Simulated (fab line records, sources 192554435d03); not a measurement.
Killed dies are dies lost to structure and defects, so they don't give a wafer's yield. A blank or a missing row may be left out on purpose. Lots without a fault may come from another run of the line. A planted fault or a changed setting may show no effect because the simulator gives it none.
Which tool did it? | flow n5_finfet | 24 lots, 72 wafers sampled, at 4 steps of a route of 1938

WHAT THE GAUGES READ, wafer by wafer
N5_BEOL_M12_INSPECT_12: inspects for defects (macro).
lot  | measured     | on                | raw_defect_count
L074 | day 10 20:04 | defect_inspect-01 | 0 1 3
L075 | day 10 21:12 | defect_inspect-02 | 3 2 3
L077 | day 11 01:52 | defect_inspect-01 | 0 1 1
L076 | day 11 02:35 | defect_inspect-01 | 1 3 3
L078 | day 12 04:18 | defect_inspect-02 | 2 2 2
L079 | day 12 06:14 | defect_inspect-02 | 2 1 1
L081 | day 12 12:07 | defect_inspect-01 | 1 1 4
L082 | day 12 20:17 | defect_inspect-02 | 3 1 2
L080 | day 13 02:53 | defect_inspect-01 | 3 2 2
L083 | day 13 06:27 | defect_inspect-01 | 0 0 4
L086 | day 13 14:58 | defect_inspect-01 | 2 4 2
L085 | day 13 15:12 | defect_inspect-01 | 1 0 3
L084 | day 13 18:43 | defect_inspect-02 | 4 1 4
L087 | day 13 23:18 | defect_inspect-02 | 2 1 2
L088 | day 13 23:55 | defect_inspect-01 | 3 2 5
L089 | day 14 12:04 | defect_inspect-02 | 2 2 0
L090 | day 14 12:14 | defect_inspect-02 | 3 1 1
L092 | day 14 22:52 | defect_inspect-01 | 1 2 2
L091 | day 15 08:40 | defect_inspect-02 | 0 4 1
L093 | day 15 09:29 | defect_inspect-01 | 2 2 0
L094 | day 15 17:00 | defect_inspect-01 | 3 2 2
L095 | day 15 23:43 | defect_inspect-01 | 2 3 3
L096 | day 16 09:07 | defect_inspect-01 | 2 1 1
L097 | day 17 06:41 | defect_inspect-01 | 1 2 1

N5_BEOL_M13_THK_MEAS_01.
lot  | measured     | on            | M13_ILD_THK (nm)
L074 | day 11 01:55 | film_metro-02 | 838 831 840
L075 | day 11 02:24 | film_metro-02 | 840 853 834
L077 | day 11 05:28 | film_metro-01 | 838 845 837
L076 | day 11 08:45 | film_metro-01 | 824 839 839
L078 | day 12 11:49 | film_metro-02 | 830 841 841
L079 | day 12 12:28 | film_metro-01 | 826 858 840
L081 | day 12 17:00 | film_metro-01 | 832 839 835
L082 | day 13 01:29 | film_metro-01 | 830 834 835
L080 | day 13 10:35 | film_metro-02 | 850 851 852
L083 | day 13 13:14 | film_metro-01 | 836 835 842
L086 | day 13 18:59 | film_metro-02 | 828 827 833
L085 | day 13 22:25 | film_metro-01 | 831 847 849
L084 | day 14 00:23 | film_metro-02 | 828 840 839
L087 | day 14 04:47 | film_metro-01 | 835 831 841
L088 | day 14 06:44 | film_metro-02 | 820 838 835
L089 | day 14 19:04 | film_metro-01 | 827 848 828
L090 | day 14 20:23 | film_metro-01 | 838 840 830
L092 | day 15 03:32 | film_metro-01 | 835 857 836
L091 | day 15 12:09 | film_metro-02 | 834 836 834
L093 | day 15 14:02 | film_metro-01 | 840 859 858
L094 | day 15 23:36 | film_metro-02 | 831 840 851
L095 | day 16 03:45 | film_metro-02 | 834 831 854
L096 | day 16 17:13 | film_metro-02 | 826 841 830
L097 | day 17 11:26 | film_metro-02 | 824 815 838

N5_BEOL_M13_OVL_MEAS_11.
lot  | measured     | on         | V12_OVL (nm)
L074 | day 11 02:16 | overlay-01 | 6 -2 3
L075 | day 11 02:52 | overlay-02 | -8 -4 3
L077 | day 11 05:48 | overlay-01 | -9 -19 -4
L076 | day 11 09:07 | overlay-01 | -7 2 -2
L078 | day 12 12:16 | overlay-02 | -6 -6 -7
L079 | day 12 12:49 | overlay-02 | -3 4 -4
L081 | day 12 17:27 | overlay-02 | 1 -3 -5
L082 | day 13 01:57 | overlay-01 | -2 7 -3
L080 | day 13 10:55 | overlay-02 | 9 4 11
L083 | day 13 13:41 | overlay-01 | 10 5 8
L086 | day 13 19:19 | overlay-01 | 8 1 8
L085 | day 13 22:46 | overlay-02 | -2 -4 -5
L084 | day 14 00:43 | overlay-01 | -3 -1 -7
L087 | day 14 05:07 | overlay-02 | 0 -2 -7
L088 | day 14 07:04 | overlay-02 | 1 -5 3
L089 | day 14 19:25 | overlay-02 | -2 0 -12
L090 | day 14 20:43 | overlay-01 | 3 -7 -3
L092 | day 15 03:52 | overlay-02 | -20 -18 -7
L091 | day 15 12:29 | overlay-02 | 1 8 6
L093 | day 15 14:23 | overlay-01 | -2 2 -5
L094 | day 16 00:04 | overlay-02 | 10 1 -4
L095 | day 16 04:05 | overlay-02 | 5 1 3
L096 | day 16 17:33 | overlay-02 | 5 -4 0
L097 | day 17 11:56 | overlay-02 | -3 2 3

WHICH TOOL RAN EACH LOT (tool, then ch and the chambers of the sampled wafers, then the start)
lot  | N5_BEOL_M12_DEP_53
L074 | pecvd-03 ch 0,1,2, day 11 01:39
L075 | pecvd-04 ch 0,1,2, day 11 02:08
L077 | pecvd-03 ch 0,1, day 11 05:08
L076 | pecvd-01 ch 0,1, day 11 08:28
L078 | pecvd-01 ch 0,1,2, day 12 11:32
L079 | pecvd-03 ch 0,2, day 12 12:12
L081 | pecvd-03 ch 1,2, day 12 16:43
L082 | pecvd-03 ch 0,1,2, day 13 01:13
L080 | pecvd-03 ch 0,1,2, day 13 10:20
L083 | pecvd-04 ch 0,1, day 13 12:57
L086 | pecvd-03 ch 0,1,2, day 13 18:43
L085 | pecvd-03 ch 0,2, day 13 22:09
L084 | pecvd-01 ch 0,1, day 14 00:07
L087 | pecvd-04 ch 0,1, day 14 04:31
L088 | pecvd-04 ch 1,2, day 14 06:28
L089 | pecvd-04 ch 0,1,2, day 14 18:48
L090 | pecvd-04 ch 0,1,2, day 14 20:06
L092 | pecvd-04 ch 0,1,2, day 15 03:17
L091 | pecvd-03 ch 0,2, day 15 11:52
L093 | pecvd-01 ch 0,1,2, day 15 13:46
L094 | pecvd-03 ch 0,2, day 15 23:19
L095 | pecvd-04 ch 0,2, day 16 03:28
L096 | pecvd-04 ch 0,1, day 16 16:52
L097 | pecvd-03 ch 0,2, day 17 11:10
- N5_BEOL_M12_DEP_53: deposits SiCN from 3MS/NH3, target thk 30 nm, time 10.5 s.

WHAT THE TOOLS THEMSELVES READ (means of the sampled wafers that have a number; where no wafer has one, the mark that the record gives instead)
N5_BEOL_M12_DEP_53.
lot  | tool     | showerhead_plenum_p_Torr (Torr) | throttle_valve_pct (%)
L074 | pecvd-03 | 4.173                           | 17.5
L075 | pecvd-04 | 4.146                           | 17.9
L077 | pecvd-03 | 4.188                           | 17.8
L076 | pecvd-01 | 4.184                           | 18.4
L078 | pecvd-01 | 4.183                           | 18.5
L079 | pecvd-03 | 4.151                           | 17.4
L081 | pecvd-03 | 4.163                           | 17.3
L082 | pecvd-03 | 4.175                           | 17.7
L080 | pecvd-03 | 4.175                           | 17.7
L083 | pecvd-04 | 4.143                           | 17.5
L086 | pecvd-03 | 4.172                           | 17.7
L085 | pecvd-03 | 4.154                           | 17.5
L084 | pecvd-01 | 4.192                           | 18.4
L087 | pecvd-04 | 4.145                           | 17.6
L088 | pecvd-04 | 4.134                           | 18.7
L089 | pecvd-04 | 4.140                           | 18.1
L090 | pecvd-04 | 4.131                           | 18.2
L092 | pecvd-04 | 4.140                           | 18.1
L091 | pecvd-03 | 4.156                           | 17.4
L093 | pecvd-01 | 4.184                           | 18.5
L094 | pecvd-03 | 4.152                           | 17.4
L095 | pecvd-04 | 4.145                           | 18.1
L096 | pecvd-04 | 4.149                           | 16.3
L097 | pecvd-03 | 4.153                           | 17.6

THE ANSWER, worked out from the rows above alone
Rule: what is usual is taken from the lots themselves. Put in order of their means at a reading, lots are off if they are a third of the lots or fewer, leave a main group of 4 or more, and stand apart from it by a gap of 3 or more times the standard deviation of the main group's means; of several such gaps the widest counts. A main group whose means are all the same, to the digits that the tables above print for the reading, isn't used. A lot without any number at a reading at which 4 lots or more have one is off too. The other lots that the step has rows for count as sound. The gauges are gone through in route order, then the tools' own readings, and for those a lot's mean is taken as printed above. The first step at which some lot is off is used, and at that step the reading that is off furthest; a lot without a number counts as furthest.
No lot is off at any reading shown: from this, nothing can be told.

WHAT THE SIMULATOR HAD PUT IN
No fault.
